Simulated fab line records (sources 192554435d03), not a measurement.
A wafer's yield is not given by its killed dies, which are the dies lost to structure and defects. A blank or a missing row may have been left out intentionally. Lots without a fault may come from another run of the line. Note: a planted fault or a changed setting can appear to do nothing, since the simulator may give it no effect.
Which tool is to blame? :: flow n5-finfet :: 9 lots with 24 wafers sampled at 5 steps, on a route of 1938 steps

WHAT THE GAUGES SHOWED, per wafer
N5_GATE_CUT_THK_MEAS_24.
lot: L234
measured: day 4 14:19
on: film-metro-01
GC_FILL_THK (nm): 224.1 225.6

lot: L236
measured: day 5 03:03
on: film-metro-02
GC_FILL_THK (nm): 222.5 217.2 224.1

lot: L239
measured: day 5 21:10
on: film-metro-01
GC_FILL_THK (nm): 221.2 221.2

lot: L244
measured: day 7 03:23
on: film-metro-02
GC_FILL_THK (nm): 222.2 216.8 224.0

lot: L245
measured: day 7 14:34
on: film-metro-02
GC_FILL_THK (nm): 218.7 215.1

lot: L249
measured: day 8 09:24
on: film-metro-02
GC_FILL_THK (nm): 220.0 213.2 223.5

lot: L251
measured: day 8 22:26
on: film-metro-02
GC_FILL_THK (nm): 222.8 220.6 224.8

lot: L253
measured: day 9 12:35
on: film-metro-01
GC_FILL_THK (nm): 220.5 221.9 224.4

lot: L254
measured: day 9 17:26
on: film-metro-01
GC_FILL_THK (nm): 220.6 223.3 220.5

WHAT TOOL EACH LOT RAN ON (gives the tool, then ch and the chambers of the sampled wafers, and finally the start)
lot: L234
N5_GATE_CUT_DESCUM_18: rie-diel-05 ch 2, day 4 11:39
N5_GATE_CUT_ETCH_37: rie-diel-05 ch 2, day 4 11:44
N5_GATE_CUT_ETCH_47: rie-metal-01 ch 0,1, day 4 12:12
N5_GATE_CUT_ALD_22: ald-sin-04 ch 0,3, day 4 12:32

lot: L236
N5_GATE_CUT_DESCUM_18: rie-diel-04 ch 0,2,3, day 5 00:08
N5_GATE_CUT_ETCH_37: rie-diel-04 ch 0,2,3, day 5 00:13
N5_GATE_CUT_ETCH_47: rie-metal-02 ch 0, day 5 00:50
N5_GATE_CUT_ALD_22: ald-sin-01 ch 0,1, day 5 01:16

lot: L239
N5_GATE_CUT_DESCUM_18: rie-diel-04 ch 2,3, day 5 18:04
N5_GATE_CUT_ETCH_37: rie-diel-04 ch 2,3, day 5 18:08
N5_GATE_CUT_ETCH_47: rie-metal-02 ch 0, day 5 18:37
N5_GATE_CUT_ALD_22: ald-sin-03 ch 0,1, day 5 19:22

lot: L244
N5_GATE_CUT_DESCUM_18: rie-diel-05 ch 0,2,3, day 7 00:46
N5_GATE_CUT_ETCH_37: rie-diel-05 ch 0,2,3, day 7 00:50
N5_GATE_CUT_ETCH_47: rie-metal-02 ch 0,1, day 7 01:18
N5_GATE_CUT_ALD_22: ald-sin-01 ch 1,2,3, day 7 01:36

lot: L245
N5_GATE_CUT_DESCUM_18: rie-diel-03 ch 0,3, day 7 11:56
N5_GATE_CUT_ETCH_37: rie-diel-03 ch 0,3, day 7 12:01
N5_GATE_CUT_ETCH_47: rie-metal-02 ch 0,1, day 7 12:29
N5_GATE_CUT_ALD_22: ald-sin-01 ch 1,2, day 7 12:46

lot: L249
N5_GATE_CUT_DESCUM_18: rie-diel-05 ch 1,2, day 8 06:46
N5_GATE_CUT_ETCH_37: rie-diel-05 ch 1,2, day 8 06:51
N5_GATE_CUT_ETCH_47: rie-metal-02 ch 0,1, day 8 07:19
N5_GATE_CUT_ALD_22: ald-sin-01 ch 0,1,2, day 8 07:37

lot: L251
N5_GATE_CUT_DESCUM_18: rie-diel-03 ch 0,2,3, day 8 19:32
N5_GATE_CUT_ETCH_37: rie-diel-03 ch 0,2,3, day 8 19:37
N5_GATE_CUT_ETCH_47: rie-metal-03 ch 1, day 8 20:14
N5_GATE_CUT_ALD_22: ald-sin-04 ch 0,1,2, day 8 20:38

lot: L253
N5_GATE_CUT_DESCUM_18: rie-diel-05 ch 0,1,3, day 9 09:34
N5_GATE_CUT_ETCH_37: rie-diel-05 ch 0,1,3, day 9 09:39
N5_GATE_CUT_ETCH_47: rie-metal-03 ch 1, day 9 10:16
N5_GATE_CUT_ALD_22: ald-sin-04 ch 0,1,2, day 9 10:48

lot: L254
N5_GATE_CUT_DESCUM_18: rie-diel-05 ch 0,1, day 9 14:28
N5_GATE_CUT_ETCH_37: rie-diel-05 ch 0,1, day 9 14:32
N5_GATE_CUT_ETCH_47: rie-metal-01 ch 0,1, day 9 15:01
N5_GATE_CUT_ALD_22: ald-sin-01 ch 0,3, day 9 15:39
- N5_GATE_CUT_DESCUM_18: chemistry O2, time 7 s.
- N5_GATE_CUT_ETCH_37: etches SOC in N2/H2, target depth 60 nm, overetch 12 nm, time 90 s.
- N5_GATE_CUT_ETCH_47: etches SiO2 in Cl2/BCl3, target depth 10 nm.
- N5_GATE_CUT_ALD_22: deposits SiNx, target thk 16 nm, pulse time 1 s, ald cycles 320.

THE ANSWER, worked out from the rows above alone
Rule: what is usual is taken from the lots themselves. Put in order of their means at a reading, lots are off if they are a third of the lots or fewer, leave a main group of 4 or more, and stand apart from it by a gap of 3 or more times the standard deviation of the main group's means; of several such gaps the widest counts. A main group is skipped when, at the precision printed for the reading in the tables above, its means are all equal. Also off: a lot with no number at a reading for which 4 or more lots have one. All remaining lots with rows at the step are treated as sound.
No lot is off on any of the readings shown, so nothing can be concluded from this.

WHAT WAS PUT IN BY THE SIMULATOR
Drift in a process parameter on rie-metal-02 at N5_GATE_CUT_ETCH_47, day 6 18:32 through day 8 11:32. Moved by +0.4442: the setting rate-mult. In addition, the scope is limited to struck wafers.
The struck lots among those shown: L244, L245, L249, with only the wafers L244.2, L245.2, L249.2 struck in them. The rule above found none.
